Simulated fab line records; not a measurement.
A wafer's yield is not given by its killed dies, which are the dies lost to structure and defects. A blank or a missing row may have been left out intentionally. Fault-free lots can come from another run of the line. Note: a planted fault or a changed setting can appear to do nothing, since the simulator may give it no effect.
2 desks looking at one fault | flow nand harc | only its own numbers are on each desk; what lay behind them is given at the end

FROM THE METROLOGY DESK
Lot by lot, what the gauges showed, no matter which tool ran the lot: averages of those sampled wafers that carry a number. If a lot's mean is further than 4 standard deviations from the usual mean, the lot is out of limits and carries the mark OUT (the distance appears in the brackets).
Columns: A = thk nm at NHARC_A_ONON_D1_THK_MEAS_24, usual 1002 nm; B = thk nm at NHARC_A_ONON_D1_THK_MEAS_30, usual 1001 nm; C = cd nm at NHARC_A_CHANNEL_HOLE_D1_CD_MEAS_10, usual 100.2 nm
lot  | first seen here | A    | B    | C
L956 | day 7 11:13     | 1000 | 993  | 99.5
L957 | day 8 08:01     | 1012 | 1011 | 99.1
L960 | day 8 21:49     | 999  | 1003 | 100.4
L959 | day 8 21:58     | 999  | 1007 | 100.7
L961 | day 9 10:02     | 1001 | 991  | 100.6
L962 | day 9 10:22     | 1013 | 1021 | 100.0
L964 | day 9 18:05     | 1001 | 983  | 100.4
L963 | day 10 02:53    | 1011 | 1010 | 100.7
L969 | day 11 01:25    | 996  | 995  | 98.6
L972 | day 12 10:48    | 1001 | 1004 | 99.2
L973 | day 12 11:08    | 993  | 998  | 100.7
L975 | day 12 18:00    | 995  | 1016 | 99.9
L978 | day 13 12:20    | 1008 | 1002 | 101.2
Finding of this desk: none of the 13 lots has anything out of limits.

DESK OF THE TOOL OWNER: litho track-01
The tool's own readings at NHARC_A_CHANNEL_HOLE_D1_PEB_08 (peb time 65 s): means of the sampled wafers that have a number, for each lot that ran on this tool. If a lot's mean is further than 4 standard deviations from the usual mean, the lot is out of limits and carries the mark OUT (the distance appears in the brackets).
Columns: A = heater power total W at NHARC_A_CHANNEL_HOLE_D1_PEB_08, usual 156.5 W
lot  | first seen here | A
L960 | day 9 02:28     | 156.5
L959 | day 9 02:41     | 156.7
L961 | day 9 14:14     | 156.4
L964 | day 9 22:41     | 156.4
L969 | day 11 06:49    | 162.1 (+13) OUT
L972 | day 12 17:03    | 161.6 (+12) OUT
Finding of this desk: L969, L972 out of limits; the first was L969 at day 11 06:49, on heater power total W at NHARC_A_CHANNEL_HOLE_D1_PEB_08. Within limits: L960, L959, L961, L964.

ALL TOGETHER
The tool owner's desk had the chance to raise an alarm at day 11 06:49 on L969, L972.
The metrology desk saw nothing out of limits.
The metrology desk holds a record of L969, L972, inside its limits.
Of the lots named, all ran NHARC_A_CHANNEL_HOLE_D1_PEB_08 on litho track-01.

WHAT THE SIMULATOR HAD INSERTED
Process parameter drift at NHARC_A_CHANNEL_HOLE_D1_PEB_08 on litho track-01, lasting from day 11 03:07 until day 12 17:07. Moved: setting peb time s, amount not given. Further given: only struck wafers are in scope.
Struck lots among those shown: L969, L972.
Each desk's first reading out of limits, in hours after the fault started: the tool owner's desk, 4.
